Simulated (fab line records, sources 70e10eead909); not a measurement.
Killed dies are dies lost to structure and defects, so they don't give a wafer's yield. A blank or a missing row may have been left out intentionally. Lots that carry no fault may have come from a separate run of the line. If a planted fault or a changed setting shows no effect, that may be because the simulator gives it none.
One fault through the eyes of 2 desks | flow nand harc | every desk sees just its own numbers, and what lay behind them comes last

== AT THE METROLOGY DESK ==
What the gauges read, lot by lot, whatever tool the lot ran on: means of the sampled wafers that have a number. A lot is out of limits, marked OUT, if its mean lies more than 4 standard deviations from the usual mean; the brackets give that distance.
Columns: A = cd nm at NHARC_A_BLC_CD_MEAS_19, usual 100.0 nm
lot  | first seen here | A
L873 | day 22 22:03    | 98.9
L874 | day 23 08:58    | 99.3
L876 | day 23 17:32    | 104.2
L875 | day 23 22:56    | 101.7
L878 | day 24 04:21    | 98.2
L877 | day 24 07:05    | 101.0
L879 | day 24 21:26    | 99.6
L880 | day 26 03:19    | 99.8
L886 | day 27 03:19    | 101.5
L888 | day 28 03:40    | 100.7
L890 | day 29 01:00    | 100.2
L894 | day 30 22:15    | 101.0
L895 | day 31 18:53    | 100.9
L896 | day 31 20:04    | 98.0
Finding of this desk: none of the 14 lots has anything out of limits.

== THE TOOL OWNER'S DESK: ecd cu-01 ==
The tool's own readings at NHARC_A_M0_ECD_22 (material Cu, target thk 400 nm): means of the sampled wafers that have a number, for each lot that ran on this tool. A lot is out of limits, marked OUT, if its mean lies more than 4 standard deviations from the usual mean; the brackets give that distance.
Columns: A = bath temp c at NHARC_A_M0_ECD_22, usual 25.00 C
lot  | first seen here | A
L874 | day 23 13:23    | 24.99
L876 | day 23 21:53    | 24.92
L875 | day 24 03:33    | 25.00
L879 | day 25 01:47    | 25.15
L880 | day 26 09:07    | 25.00
L886 | day 27 07:45    | 25.16
L888 | day 28 08:11    | 24.92
L890 | day 29 05:34    | 24.96
L896 | day 32 00:30    | 24.96
Finding of this desk: none of the 9 lots has anything out of limits.

== PUT TOGETHER ==
From the metrology desk's view, nothing was out of limits.
The desk of the tool owner found nothing out of limits.

== WHAT WAS PUT IN BY THE SIMULATOR ==
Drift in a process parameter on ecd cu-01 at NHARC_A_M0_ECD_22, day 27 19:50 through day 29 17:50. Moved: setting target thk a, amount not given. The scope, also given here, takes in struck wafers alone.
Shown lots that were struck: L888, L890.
